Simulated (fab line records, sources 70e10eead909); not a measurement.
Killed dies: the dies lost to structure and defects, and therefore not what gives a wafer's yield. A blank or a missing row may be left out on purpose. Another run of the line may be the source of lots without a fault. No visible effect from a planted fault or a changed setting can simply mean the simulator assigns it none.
One fault seen from 2 desks | flow nand harc | each desk holds nothing but its own numbers, with what lay behind them at the end

FOR THE TOOL OWNER'S DESK: litho track-04
At NHARC_P_GATE_SOFTBAKE_21 (time 55 s), the tool's own readings, given per lot that ran on this tool as the mean of the sampled wafers with a number. Any lot whose mean is over 4 standard deviations away from the usual mean is out of limits and marked OUT; that distance is given in the brackets.
Columns: A = heater power total W at NHARC_P_GATE_SOFTBAKE_21, usual 188.44 W
lot  | first seen here | A
L321 | day 5 03:00     | 188.41
L324 | day 6 07:00     | 188.64
L336 | day 11 04:00    | 323.22 (+99 or more) OUT
L337 | day 11 15:00    | 323.21 (+99 or more) OUT
This desk finds L336, L337 out of limits, L336 being first, at day 11 04:00 (heater power total W at NHARC_P_GATE_SOFTBAKE_21). Within limits: L321, L324.

AT THE METROLOGY DESK
Means of the sampled wafers that have a number, per lot and without regard to the tool the lot ran on: this is what the gauges read. Any lot whose mean is over 4 standard deviations away from the usual mean is out of limits and marked OUT; that distance is given in the brackets.
Columns: A = cd nm at NHARC_P_GATE_CD_MEAS_11, usual 1639.6 nm
lot  | first seen here | A
L321 | day 4 14:18     | 1642.1
L322 | day 4 18:32     | 1640.7
L323 | day 5 02:47     | 1638.9
L324 | day 5 14:20     | 1640.7
L326 | day 6 08:32     | 1637.7
L327 | day 6 19:55     | 1637.6
L329 | day 7 19:12     | 1638.1
L332 | day 8 22:11     | 1641.7
L336 | day 10 10:25    | 1641.4
L337 | day 10 23:29    | 1638.8
L343 | day 13 13:46    | 1636.3
L344 | day 13 20:16    | 1638.2
Finding of this desk: none of the 12 lots has anything out of limits.

ALL TOGETHER
The tool owner's desk could have raised an alarm at day 11 04:00, on L336, L337.
Nothing out of limits was seen by the metrology desk.
The metrology desk has L336, L337 on record, within its limits.
All the named lots went through NHARC_P_GATE_SOFTBAKE_21 on litho track-04.

WHAT WAS PUT IN BY THE SIMULATOR
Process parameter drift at NHARC_P_GATE_SOFTBAKE_21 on litho track-04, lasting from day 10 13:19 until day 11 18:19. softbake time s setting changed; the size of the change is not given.
Struck lots among those shown: L336, L337.
Hours from the fault's start to each desk's first reading out of limits: the tool owner's desk, 15.
